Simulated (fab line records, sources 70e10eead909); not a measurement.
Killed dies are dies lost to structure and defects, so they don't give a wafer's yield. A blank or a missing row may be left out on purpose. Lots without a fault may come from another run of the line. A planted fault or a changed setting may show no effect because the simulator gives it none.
fab line records | flow nand_harc
record lots=14 wafers=42 last_day=31
route steps=1302 shown A_CHANNEL_HOLE_D1@451
lots that met no fault: from a run of the same line without faults
start_h: hours from the record's first day to the start of the lot's first wafer shown | wait_h: hours since the lot's step before | " the same as in the row above | L1.1+2: a row that stands for several wafers | - no value, or no start given | * or withheld: withheld | < > ~ a bound
route shown NAME@n: a module of which the file shows steps, and the number in the route of the first | usual: mean/standard deviation of fault-free wafers | same: alike in all rows | chamber/n: place in a boat | sites: the reading at each site | _std_site: their standard deviation | _edge_site: outer sites' mean less inner sites' | radius_mm: how far each site lies from the wafer's centre | mask NAME#n: copy n | behind: the tool/chamber that last shaped the wafer | hold: why the lot was held/for how many hours/how that ended | device: the transistor (n, p or np) that didn't switch | end of line: the same wafers' tests at the end of the route | a step without rows: its recipe alone | killed: dies lost to structure and defects at the first sort, not the wafer's yield | map: a wafer's dies, x killed, . not, _ none there
set.NAME: the setting as run; set.NAME@STEP: as run at that earlier step | model.NAME: the simulator's own value behind a step, which no gauge read
steps of the route over a sample of lots; a table a step, a row a wafer
services: from which hour (start_h, from the record's first day; less than 0 if before it) a tool's chamber was out of use, for how many hours, and why
## steps
# step NHARC_A_CHANNEL_HOLE_D1_DEP_01
# recipe target_thk_a=1400 target_thk_nm=140 temp_c=400 pressure_torr=3.5 flow_sccm=200 rf_w=350 material=SiON
# usual heater_power_w=765/71 showerhead_vpp_V=1159/57
# columns lot.wafer tool chamber start_h wait_h heater_power_w showerhead_vpp_V
L651.2 pecvd-04 0 172.82 1.3 753 1257
L651.3 " 1 " " 768 1142
L651.5 " 2 " " 930 1127
L652.2 pecvd-01 1 193.73 1.3 710 1121
L652.5 " 1 " " 743 1124
L652.4 " 0 " " 767 1205
L653.1 pecvd-03 0 203.07 1.6 756 1238
L653.2 " 2 " " 750 1183
L653.4 " 2 " " 761 1184
L654.3 pecvd-03 1 204.26 1.0 786 1110
L654.4 " 2 " " 708 1163
L654.5 " 0 " " 762 1222
L655.1 pecvd-03 1 220.72 1.6 798 1088
L655.3 " 2 " " 745 1175
L655.5 " 2 " " 760 1201
L656.1 pecvd-03 1 227.36 1.6 747 1103
L656.5 " 1 " " 760 1090
L656.4 " 2 " " 678 1166
L657.2 pecvd-03 1 239.15 1.3 765 1077
L657.1 " 0 " " 776 1224
L657.6 " 2 " " 757 1201
L659.1 pecvd-03 0 256.64 1.6 725 1233
L659.2 " 2 " " 691 1181
L659.4 " 0 " " 718 1220
L660.1 pecvd-03 2 272.21 1.6 749 1177
L660.3 " 0 " " 820 1212
L660.4 " 1 " " 733 1097
L661.2 pecvd-01 0 277.86 1.3 715 1216
L661.4 " 2 " " 923 1095
L661.6 " 1 " " 709 1127
L664.2 pecvd-03 2 307.68 1.3 623 1188
L664.4 " 2 " " 643 1182
L664.5 " 0 " " 769 1214
L666.3 pecvd-03 0 321.21 1.0 781 1228
L666.6 " 0 " " 797 1230
L666.5 " 1 " " 669 1106
L668.1 pecvd-04 1 337.67 1.6 801 1122
L668.2 " 2 " " 884 1132
L668.6 " 1 " " 833 1134
L667.3 pecvd-03 2 337.91 1.0 728 1181
L667.1 " 0 " " 752 1231
L667.4 " 1 " " 720 1108
# step NHARC_A_CHANNEL_HOLE_D1_INSPECT_12
# usual raw_defect_count=6.1/2.8
# columns lot.wafer tool chamber start_h wait_h raw_defect_count
L651.2 defect_inspect-02 - 173.64 0.0 9
L651.3 " - " " 3
L651.5 " - " " 7
L652.2 defect_inspect-01 - 194.45 0.0 3
L652.4 " - " " 3
L652.5 " - " " 3
L653.1 defect_inspect-02 - 203.79 0.0 3
L653.2 " - " " 9
L653.4 " - " " 1
L654.3 defect_inspect-02 - 205.04 0.0 8
L654.4 " - " " 13
L654.5 " - " " 9
L655.1 defect_inspect-02 - 221.54 0.0 6
L655.3 " - " " 7
L655.5 " - " " 9
L656.1 defect_inspect-02 - 228.20 0.0 1
L656.4 " - " " 3
L656.5 " - " " 4
L657.1 defect_inspect-02 - 239.99 0.0 5
L657.2 " - " " 11
L657.6 " - " " 7
L659.1 defect_inspect-02 - 257.48 0.0 8
L659.2 " - " " 6
L659.4 " - " " 8
L660.1 defect_inspect-01 - 272.93 0.0 9
L660.3 " - " " 5
L660.4 " - " " 2
L661.2 defect_inspect-02 - 278.55 0.0 8
L661.4 " - " " 8
L661.6 " - " " 7
L664.2 defect_inspect-02 - 308.40 0.0 6
L664.4 " - " " 5
L664.5 " - " " 5
L666.3 defect_inspect-01 - 322.05 0.0 4
L666.5 " - " " 4
L666.6 " - " " 3
L668.1 defect_inspect-01 - 338.39 0.0 6
L668.2 " - " " 6
L668.6 " - " " 10
L667.1 defect_inspect-01 - 338.76 0.0 1
L667.3 " - " " 6
L667.4 " - " " 5
# step NHARC_A_CHANNEL_HOLE_D1_CD_MEAS_18
# usual cd_nm=99/3
# columns lot.wafer tool chamber start_h wait_h cd_nm
L651.2 cd_sem-02 - 177.08 - 96
L651.3 " - " " 94
L651.5 " - " " 97
L652.2 cd_sem-02 - 195.62 - 101
L652.4 " - " " 97
L652.5 " - " " 101
L653.1 cd_sem-03 - 204.96 - 104
L653.2 " - " " 97
L653.4 " - " " 100
L654.3 cd_sem-01 - 206.21 - 97
L654.4 " - " " 105
L654.5 " - " " 99
L655.1 cd_sem-03 - 222.70 - 100
L655.3 " - " " 99
L655.5 " - " " 101
L656.1 cd_sem-02 - 229.36 - 99
L656.4 " - " " 93
L656.5 " - " " 98
L657.1 cd_sem-03 - 241.16 - 99
L657.2 " - " " 95
L657.6 " - " " 99
L659.1 cd_sem-02 - 258.65 - 95
L659.2 " - " " 101
L659.4 " - " " 94
L660.1 cd_sem-01 - 274.11 - 96
L660.3 " - " " 97
L660.4 " - " " 95
L661.2 cd_sem-03 - 279.72 - 99
L661.4 " - " " 95
L661.6 " - " " 96
L664.2 cd_sem-02 - 309.57 - 105
L664.4 " - " " 108
L664.5 " - " " 103
L666.3 cd_sem-03 - 323.24 - 103
L666.5 " - " " 103
L666.6 " - " " 104
L668.1 cd_sem-01 - 339.56 - 97
L668.2 " - " " 102
L668.6 " - " " 96
L667.1 cd_sem-03 - 339.94 - 98
L667.3 " - " " 98
L667.4 " - " " 105
# step NHARC_A_CHANNEL_HOLE_D1_ETCH_25
# recipe bias_v=5000 source_w=withheld pressure_mtorr=20 time_s=1040.2 ar_flow_sccm=375 c4f8_flow_sccm=93.8 o2_flow_sccm=31.2 temp_c=-20 target_depth_a=15000 chemistry=C4F8/O2/Ar
# usual c4f8_flow_sccm=93.81/0.29 chamber_pressure_mTorr=20.002/0.018 drypump_motor_current_A=5.8/0.73 showerhead_plenum_p_Torr=3.68/0.064 temp_c=-20.00/0.11 throttle_valve_pct=32.237/0.0098
# columns lot.wafer tool chamber start_h wait_h c4f8_flow_sccm chamber_pressure_mTorr drypump_motor_current_A rf_hours_counter_h showerhead_plenum_p_Torr temp_c throttle_valve_pct
L651.2 har_etch-01 1 183.47 0.7 93.77 19.995 5.4 88 3.73 -19.97 32.236
L651.3 " 0 " " 94.02 19.999 6.8 - 3.73 -19.98 32.232
L651.5 " 0 " " 94.40 19.995 6.8 - 3.73 -19.89 32.235
L652.2 har_etch-01 0 202.51 0.7 94.45 20.009 6.8 99 3.72 -19.89 32.256
L652.4 " 1 " " 93.62 20.009 5.4 - 3.72 -20.03 32.245
L652.5 " 0 " " 93.74 20.001 6.8 - 3.72 -19.95 32.243
L653.1 har_etch-02 1 207.92 0.6 93.40 19.990 6.2 312 3.61 -19.88 32.233
L653.2 " 0 " " 93.70 20.010 4.8 312 3.75 -20.00 32.239
L653.4 " 1 " " 93.20 20.046 6.1 - 3.61 -19.98 32.253
L654.4 har_etch-01 1 209.49 0.7 93.72 19.981 5.3 - 3.72 -20.00 32.242
L654.3 " 0 " " 94.11 20.034 6.8 - 3.72 -19.94 32.233
L654.5 " 1 " " 93.29 20.002 5.4 - 3.72 -20.19 32.231
L655.1 har_etch-02 1 225.69 0.6 93.78 20.012 6.2 316 3.61 -19.94 32.234
L655.3 " 0 " " 93.81 19.992 4.9 - 3.75 -20.01 32.231
L655.5 " 0 " " 93.88 20.020 4.9 - 3.75 -19.98 32.238
L656.1 har_etch-02 1 234.04 0.6 93.89 20.009 6.1 323 3.61 -20.07 32.247
L656.4 " 0 " " 94.34 19.976 4.9 - 3.75 -19.91 32.247
L656.5 " 0 " " 93.44 20.059 4.9 - 3.75 -19.99 32.248
L657.1 har_etch-02 1 245.78 0.6 93.64 20.007 6.1 335 3.60 -19.97 32.232
L657.2 " 0 " " 93.68 20.038 4.9 335 3.74 -20.02 32.238
L657.6 " 1 " " 94.21 19.986 6.2 - 3.60 -19.94 32.231
L659.1 har_etch-01 1 263.80 0.6 94.19 20.036 5.3 137 3.70 -19.72 32.241
L659.2 " 0 " " 93.84 19.990 6.8 137 3.70 -20.12 32.236
L659.4 " 0 " " 94.00 20.012 6.8 - 3.70 -20.01 32.236
L660.1 har_etch-02 0 277.26 0.7 93.69 20.009 4.9 350 3.73 -20.18 32.231
L660.4 " 1 " " 94.27 19.985 6.1 - 3.59 -19.95 32.237
L660.3 " 0 " " 94.01 19.975 4.8 - 3.73 -20.34 32.231
L661.2 har_etch-02 1 287.38 0.6 93.96 19.982 6.2 358 3.59 -20.18 32.240
L661.4 " 1 " " 94.11 20.022 6.2 - 3.59 -20.27 32.227
L661.6 " 1 " " 94.02 20.002 6.2 - 3.59 -20.10 32.242
L664.2 har_etch-01 1 314.76 0.7 93.51 20.017 5.4 160 3.69 -19.95 32.213
L664.4 " 0 " " 94.16 19.985 6.8 - 3.69 -19.91 32.249
L664.5 " 0 " " 94.12 20.005 6.7 - 3.69 -19.85 32.230
L666.3 har_etch-01 0 327.58 0.7 - - - - - - -
L666.5 " 1 " " - - - - - - -
L666.6 " 0 " " - - - - - - -
L668.1 har_etch-02 0 343.43 0.6 - - - - - - -
L668.2 " 1 " " - - - - - - -
L668.6 " 0 " " - - - - - - -
L667.1 har_etch-01 1 346.32 0.7 94.14 19.991 5.4 183 3.68 -19.85 32.233
L667.4 " 0 " " 93.81 20.017 6.8 - 3.68 -19.99 32.247
L667.3 " 1 " " 93.93 19.961 5.4 - 3.68 -20.02 32.232
# step NHARC_A_CHANNEL_HOLE_D1_CD_MEAS_30
# usual cd_nm=90.3/1.5
# columns lot.wafer tool chamber start_h wait_h cd_nm
L651.2 cd_sem-01 - 185.95 - 87.5
L651.3 " - " " 89.4
L651.5 " - " " 91.6
L652.2 cd_sem-02 - 205.14 - 90.2
L652.4 " - " " 91.5
L652.5 " - " " 89.5
L653.1 cd_sem-01 - 210.54 - 89.8
L653.2 " - " " 92.1
L653.4 " - " " 90.0
L654.3 cd_sem-02 - 211.82 - 91.6
L654.4 " - " " 89.1
L654.5 " - " " 91.1
L655.1 cd_sem-01 - 228.31 - 90.1
L655.3 " - " " 92.6
L655.5 " - " " 89.2
L656.1 cd_sem-03 - 236.66 - 89.0
L656.4 " - " " 88.9
L656.5 " - " " 90.5
L657.1 cd_sem-03 - 248.41 - 92.1
L657.2 " - " " 91.3
L657.6 " - " " 92.2
L659.1 cd_sem-02 - 266.42 - 89.0
L659.2 " - " " 88.7
L659.4 " - " " 87.0
L660.1 cd_sem-03 - 281.68 - 90.7
L660.3 " - " " 90.5
L660.4 " - " " 88.4
L661.2 cd_sem-03 - 290.01 - 87.3
L661.4 " - " " 90.5
L661.6 " - " " 90.0
L664.2 cd_sem-03 - 317.25 - 90.8
L664.4 " - " " 89.7
L664.5 " - " " 89.7
L666.3 cd_sem-03 - 329.76 - 0.0
L666.5 " - " " 0.9
L666.6 " - " " 0.4
L668.1 cd_sem-01 - 346.13 - 0.1
L668.2 " - " " -0.2
L668.6 " - " " -0.1
L667.1 cd_sem-03 - 348.79 - 91.4
L667.3 " - " " 89.5
L667.4 " - " " 91.0
# step NHARC_A_CHANNEL_HOLE_D1_XSEM_31
# recipe landing_energy_ev=35000
# usual bot_cd_nm=75.0/1.6 bow_nm=8.55/0.28 tilt_deg=0.06/0.048
# columns lot.wafer tool chamber start_h wait_h bot_cd_nm bow_nm tilt_deg
L651.2 xsem-02 0 186.04 0.1 72.6 8.63 0.09
L651.3 " 0 " " 74.2 8.57 0.09
L651.5 " 0 " " 77.4 8.57 0.09
L652.2 xsem-01 0 205.22 0.1 75.0 8.73 0.08
L652.4 " 0 " " 76.6 8.66 0.08
L652.5 " 0 " " 73.4 8.70 0.08
L653.1 xsem-02 0 210.63 0.1 74.4 8.39 0.05
L653.2 " 0 " " 76.0 8.46 0.05
L653.4 " 0 " " 73.7 8.49 0.05
L654.3 xsem-01 0 211.91 0.1 76.7 8.70 0.12
L654.4 " 0 " " 74.7 8.65 0.12
L654.5 " 0 " " 75.8 8.65 0.12
L655.1 xsem-02 0 228.40 0.1 74.5 8.56 0.09
L655.3 " 0 " " 76.4 8.59 0.09
L655.5 " 0 " " 73.6 8.50 0.09
L656.1 xsem-02 0 236.76 0.1 74.0 8.46 0.02
L656.4 " 0 " " 74.8 8.44 0.02
L656.5 " 0 " " 75.9 8.42 0.02
L657.1 xsem-02 0 248.50 0.1 77.1 9.29 0.02
L657.2 " 0 " " 76.6 9.18 0.02
L657.6 " 0 " " 77.6 9.26 0.01
L659.1 xsem-02 0 266.51 0.1 74.1 8.77 0.02
L659.2 " 0 " " 73.2 8.71 0.02
L659.4 " 0 " " 71.7 8.74 0.02
L660.1 xsem-01 0 281.77 0.1 75.9 8.24 0.10
L660.3 " 0 " " 75.5 8.26 0.10
L660.4 " 0 " " 72.9 8.23 0.10
L661.2 xsem-02 0 290.11 0.1 71.9 8.41 0.06
L661.4 " 0 " " 76.2 8.37 0.06
L661.6 " 0 " " 74.9 8.46 0.06
L664.2 xsem-01 0 317.33 0.1 73.8 8.58 0.16
L664.4 " 0 " " 74.2 8.58 0.16
L664.5 " 0 " " 73.0 8.61 0.16
L666.3 xsem-01 0 329.85 0.1 0.0 0.35 0.14
L666.5 " 0 " " 1.1 0.36 0.14
L666.6 " 0 " " 0.5 0.35 0.14
L668.1 xsem-02 0 346.23 0.1 0.5 0.23 0.07
L668.2 " 0 " " 0.2 0.23 0.07
L668.6 " 0 " " 0.4 0.23 0.07
L667.1 xsem-01 0 348.88 0.1 76.0 8.41 0.04
L667.3 " 0 " " 75.1 8.38 0.04
L667.4 " 0 " " 75.4 8.31 0.04
## services
# columns tool chamber start_h hours kind
pecvd-03 - 185.00 13.0 pm
pecvd-03 0 185.00 13.0 vent_cycle
pecvd-03 1 185.00 13.0 vent_cycle
pecvd-03 2 185.00 13.0 vent_cycle
pecvd-03 0 198.00 - clean
pecvd-03 1 198.00 - clean
pecvd-03 2 198.00 - clean
pecvd-04 - 269.19 13.0 pm
pecvd-04 0 269.19 13.0 vent_cycle
pecvd-04 1 269.19 13.0 vent_cycle
pecvd-04 2 269.19 13.0 vent_cycle
pecvd-03 2 272.93 10.0 repair
pecvd-04 0 282.19 - clean
pecvd-04 1 282.19 - clean
pecvd-04 2 282.19 - clean
pecvd-01 2 292.68 9.8 repair
pecvd-01 - 311.31 13.0 pm
pecvd-01 0 311.31 13.0 vent_cycle
pecvd-01 1 311.31 13.0 vent_cycle
pecvd-01 2 311.31 13.0 vent_cycle
pecvd-01 0 324.31 - clean
pecvd-01 1 324.31 - clean
pecvd-01 2 324.31 - clean
har_etch-01 - 332.40 5.6 repair
## key
first_sign step=NHARC_A_CHANNEL_HOLE_D1_ETCH_25 reading=tool_record direction=missing
effect step=NHARC_A_CHANNEL_HOLE_D1_CD_MEAS_30 reading=cd_nm direction=down sigmas=61 usual=90.3 struck=0.2
effect step=NHARC_A_CHANNEL_HOLE_D1_XSEM_31 reading=bot_cd_nm direction=down sigmas=48 usual=75.0 struck=0.5
met_at NHARC_A_CHANNEL_HOLE_D1_ETCH_25
struck_lots L666,L668
later_rows_left_out L666.3,L666.5,L666.6,L668.1,L668.2,L668.6
sort_left_out L666.3,L666.5,L666.6,L668.1,L668.2,L668.6
tester_left_out L666,L668
not_acting_at NHARC_A_CHANNEL_HOLE_D1_DEP_01,NHARC_A_CHANNEL_HOLE_D1_INSPECT_12,NHARC_A_CHANNEL_HOLE_D1_CD_MEAS_18
onset_between 314.76 327.58
fault kind=skipped_step_whole tool=har_etch-01,har_etch-02 chamber=- onset_h=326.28 steps=NHARC_A_CHANNEL_HOLE_D1_ETCH_25 scope=struck_lots_only
# tester_left_out: of these lots the tester's yield and bins aren't shown, on N5 and GAA mostly nor the transistor test; their killed dies are dies lost to structure and defects alone, not to doping, threshold or leakage, so they don't give the yield
# sort_left_out: the simulated sort isn't trusted on such a fault, so these wafers' sort isn't shown, and their yield isn't known
# later_rows_left_out: the simulator's readings of these wafers behind a module that went badly wrong aren't trusted and aren't shown, but for the sort
